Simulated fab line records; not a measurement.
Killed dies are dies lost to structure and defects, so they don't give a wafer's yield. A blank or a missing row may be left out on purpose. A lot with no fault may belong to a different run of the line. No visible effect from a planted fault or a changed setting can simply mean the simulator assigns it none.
Struck lot and sound lot, side by side -- flow n5-finfet -- 43 out of 1938 route steps
Sound: the wafers L113.2, L113.3, L113.6. Struck: wafers L121.2, L121.6. (L121.5 of the same lot was not struck and is left out.) The cause comes at the end.
Each step with rows lists, per side, the tool, then ch with its chambers, then its first start. Under that, the readings that differ: sound wafers -- struck wafers -- difference of the means -- sigmas: that difference in standard deviations of wafers without a fault.
alike: same words and numbers on both sides, and readings whose means sit less than 2 such deviations apart. not compared: any withheld reading, any reading some wafer has no value for, any bound like >300 that may hide the same value, and any number with overlapping values for which the record gives no deviation.
Wherever a step has rows on one side only, a row that says differs or no value, or a row with sigmas, the two part there. When numbers do not overlap yet have no deviation, they are printed without sigmas and do not part them. A reading that every wafer of one side lacks parts them only if that side has two wafers or more.

first, 5 steps without rows for these wafers: N5_BEOL_M3_STRIP_83 (strips in C4F6/O2); N5_BEOL_M3_STRIP_36 (strips in N2/H2); N5_BEOL_M3_TRENCH_ETCH_37 (etches SiOC in C4F6/O2, target depth 55.555 nm, time 29.2 s); N5_BEOL_M3_ETCH_41 (etches SiCN in CH3F/O2, target depth 29.9 nm, time 52.5 s); N5_BEOL_M3_STRIP_97 (strips in N2/H2, time 10 s).
N5_BEOL_M3_OCD_MEAS_38:
  sound on ocd-02, day 9 02:29; struck on ocd-01, day 11 05:19
  alike: trench-depth-nm
then, 4 steps without rows for these wafers: N5_BEOL_M3_HM_STRIP_39 (strips TiN in peroxide tin strip, target depth 25 nm, time 158 s); N5_BEOL_M3_SRD_40 (time 30 s); N5_BEOL_M3_PRECLEAN_42 (cleans in residue remover, time 60 s); N5_BEOL_M3_SRD_43 (time 30 s).
N5_BEOL_M3_CD_MEAS_35: target cd 18 nm, target cd y 21 nm.
  sound on cd-sem-01, day 9 02:45; struck on cd-sem-03, day 11 05:34
  alike: cd-nm
N5_BEOL_M3_DEGAS_44: time 60 s.
  sound on pvd-sputter-01, day 9 03:17; struck on pvd-sputter-01, day 11 05:45
  alike: heater-power-w
N5_BEOL_M3_PRE_CLEAN_45: time 30 s.
  sound on pvd-sputter-01, day 9 03:19; struck on pvd-sputter-01, day 11 05:47
  alike: heater-power-w
N5_BEOL_M3_ALD_84: deposits TaN, pulse time 2 s, purge time 3 s, co reactant purge time 2 s.
  sound on ald-metal-01 ch 1,2,3, day 9 03:24; struck on ald-metal-04 ch 2,3, day 11 05:52
  alike: heater-power-w
then, 2 steps without rows for these wafers: N5_BEOL_M3_SURFACE_TREAT_85; N5_BEOL_M3_CVD_47 (deposits Co from CCTBA/H2, target thk 3 nm, time 223.8 s).
N5_BEOL_M3_SPUTTER_48: material Cu, target thk 4.5 nm, time 8.29 s.
  sound on pvd-sputter-03, day 9 03:54; struck on pvd-sputter-02, day 11 06:23
  alike: throttle-valve-pct
then, 14 steps without rows for these wafers: N5_BEOL_M3_ANNEAL_49 (time 240 s); N5_BEOL_M3_SPUTTER_79 (material Cu, target thk 4.5 nm, time 8.29 s); N5_BEOL_M3_ANNEAL_80 (time 240 s); N5_BEOL_M3_SPUTTER_81 (material Cu, target thk 4.5 nm, time 8.29 s); N5_BEOL_M3_ANNEAL_82 (time 240 s); N5_BEOL_M3_SPUTTER_86 (material Cu, target thk 4.5 nm, time 8.29 s); N5_BEOL_M3_ANNEAL_87 (time 240 s); N5_BEOL_M3_SPUTTER_88 (material Cu, target thk 4.5 nm, time 8.29 s); N5_BEOL_M3_ANNEAL_89 (time 240 s); N5_BEOL_M3_SPUTTER_90 (material Cu, target thk 4.5 nm, time 8.29 s); N5_BEOL_M3_ANNEAL_91 (time 240 s); N5_BEOL_M3_SPUTTER_92 (material Cu, target thk 4.5 nm, time 8.29 s); N5_BEOL_M3_ANNEAL_93 (time 240 s); N5_BEOL_M3_SPUTTER_94 (material Cu, target thk 4.5 nm, time 8.29 s).
N5_BEOL_M3_ANNEAL_95: time 240 s.
  sound on pvd-sputter-03, day 9 05:31; struck on pvd-sputter-02, day 11 08:01
  alike: heater-power-w
then, 4 steps without rows for these wafers: N5_BEOL_M3_SPUTTER_96 (material Cu, target thk 4.5 nm, time 8.29 s); N5_BEOL_M3_ECD_50 (material Cu, target thk 300 nm); N5_BEOL_M3_ANNEAL_51 (time 90 s); N5_BEOL_M3_CMP_52 (polishes, stops on SiOC, t overpolish 6.8 s, target thk 40 nm).
N5_BEOL_M3_THK_MEAS_53: measures by xrf.
  sound on film-metro-01, day 9 06:27; struck on film-metro-02, day 11 09:34
  alike: M3_THK
then, 1 step without rows for these wafers: N5_BEOL_M3_PRE_CLEAN_60 (time 15 s).
N5_BEOL_M3_CO_CAP_55: material Co, precursor CCTBA/H2, target thk 2 nm, time 102.1 s.
  sound on cvd-co-02 ch 0,1,2, day 9 06:37; struck on cvd-co-02 ch 1, day 11 09:58
  alike: heater-power-w
then, 2 steps without rows for these wafers: N5_BEOL_M3_PRE_CLEAN_56 (time 15 s); N5_BEOL_M3_DEP_57 (deposits SiCN from 3MS/NH3, target thk 8 nm, time 14 s).
N5_BEOL_M3_RS_MEAS_58: the measuring method here is four-point-probe.
  sound on film-metro-01, day 9 06:49; struck on film-metro-02, day 11 10:11
  alike: M3_RS
-- the record jumps here: 5 days lie between the struck wafers' starts before and after (it left off in module BEOL_M3 and takes up again in module PASSIVATION, whose first step shown is number 1936 of the route) --
N5_PASSIVATION_PROBE_49:
  sound on prober-01, day 14 02:24; struck on prober-01, day 16 15:08
reading,sound,struck,difference,sigmas
defect-limited-yield (%),90.3 91.5 90.7,82.1 81.8,-8.9,-6
killed_at_M0_to_M3,32 30 38,153 158,+122,+13
killed-dies,114 100 110,211 215,+105,+6
sort_bin_5_function (%),5.9 5.0 6.4,10.9 10.8,+5.1,+5
sort_bin_6_memory (%),3.4 3.1 2.7,3.9 4.7,+1.2,+2
sort-n-pass,1066 1080 1070,969 965,-105,-6
sort-yield-pct (%),90.3 91.5 90.7,82.1 81.8,-8.9,-6
  alike: killed_at_M4_up, killed-at-contacts, killed-at-front-end, killed-at-other, killed-open, killed-short, sort_bin_4_leakage

WHERE THEY PART
Only at N5_PASSIVATION_PROBE_49, within this record.

WHY: what the simulator had put in
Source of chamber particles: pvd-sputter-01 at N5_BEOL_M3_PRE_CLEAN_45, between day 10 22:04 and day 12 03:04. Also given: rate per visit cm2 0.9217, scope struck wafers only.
